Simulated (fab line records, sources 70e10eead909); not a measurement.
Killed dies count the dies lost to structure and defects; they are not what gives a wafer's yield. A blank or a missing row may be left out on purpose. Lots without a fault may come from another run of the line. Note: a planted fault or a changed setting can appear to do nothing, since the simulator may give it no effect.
Which tool is to blame? / flow nand_harc / 6 lots with 18 wafers sampled at 2 steps, on a route of 1302 steps

== WHAT EACH GAUGE READ, for each wafer ==
NHARC_P_M2_OVL_MEAS_10: pitch 340 nm.
lot=L900; measured=day 6 23:24; on=overlay-02; overlay_x_nm (nm)=1.2 0.9 1.0
lot=L910; measured=day 10 22:06; on=overlay-02; overlay_x_nm (nm)=-0.1 0.0 0.0
lot=L912; measured=day 12 12:17; on=overlay-02; overlay_x_nm (nm)=-1.2 -1.1 -1.3
lot=L915; measured=day 13 01:02; on=overlay-02; overlay_x_nm (nm)=-0.6 -0.1 0.1
lot=L920; measured=day 15 05:01; on=overlay-02; overlay_x_nm (nm)=0.8 1.1 1.0
lot=L922; measured=day 15 21:44; on=overlay-01; overlay_x_nm (nm)=-1.1 -1.0 -1.1

== EACH LOT AND THE TOOL THAT RAN IT (in order: tool; ch and the chambers of the sampled wafers; start) ==
lot=L900; NHARC_P_M1_PRE_CLEAN_32=pecvd-03 ch 0,1,2, day 6 21:59
lot=L910; NHARC_P_M1_PRE_CLEAN_32=pecvd-03 ch 0,2, day 10 20:41
lot=L912; NHARC_P_M1_PRE_CLEAN_32=pecvd-03 ch 0,1, day 12 10:59
lot=L915; NHARC_P_M1_PRE_CLEAN_32=pecvd-02 ch 0,1,2, day 12 23:39
lot=L920; NHARC_P_M1_PRE_CLEAN_32=pecvd-01 ch 1,2, day 15 03:27
lot=L922; NHARC_P_M1_PRE_CLEAN_32=pecvd-03 ch 0,1, day 15 20:19
- NHARC_P_M1_PRE_CLEAN_32: time 12 s.

== THE ANSWER, worked out from the rows above alone ==
Rule: the usual values come from the lots themselves. The widest of any qualifying gaps counts: lots, ordered by their means at a reading, are off when they make up no more than a third of the lots, leave a main group of 4 or more, and stand apart from it by 3 or more times the standard deviation of that group's means. A main group is skipped when, at the precision printed for the reading in the tables above, its means are all equal. A lot without any number at a reading at which 4 lots or more have one is off too. Where the step has rows for the other lots, those lots are counted as sound.
None of the lots is off at any reading shown; this tells nothing.

== WHAT THE SIMULATOR HAD PUT IN ==
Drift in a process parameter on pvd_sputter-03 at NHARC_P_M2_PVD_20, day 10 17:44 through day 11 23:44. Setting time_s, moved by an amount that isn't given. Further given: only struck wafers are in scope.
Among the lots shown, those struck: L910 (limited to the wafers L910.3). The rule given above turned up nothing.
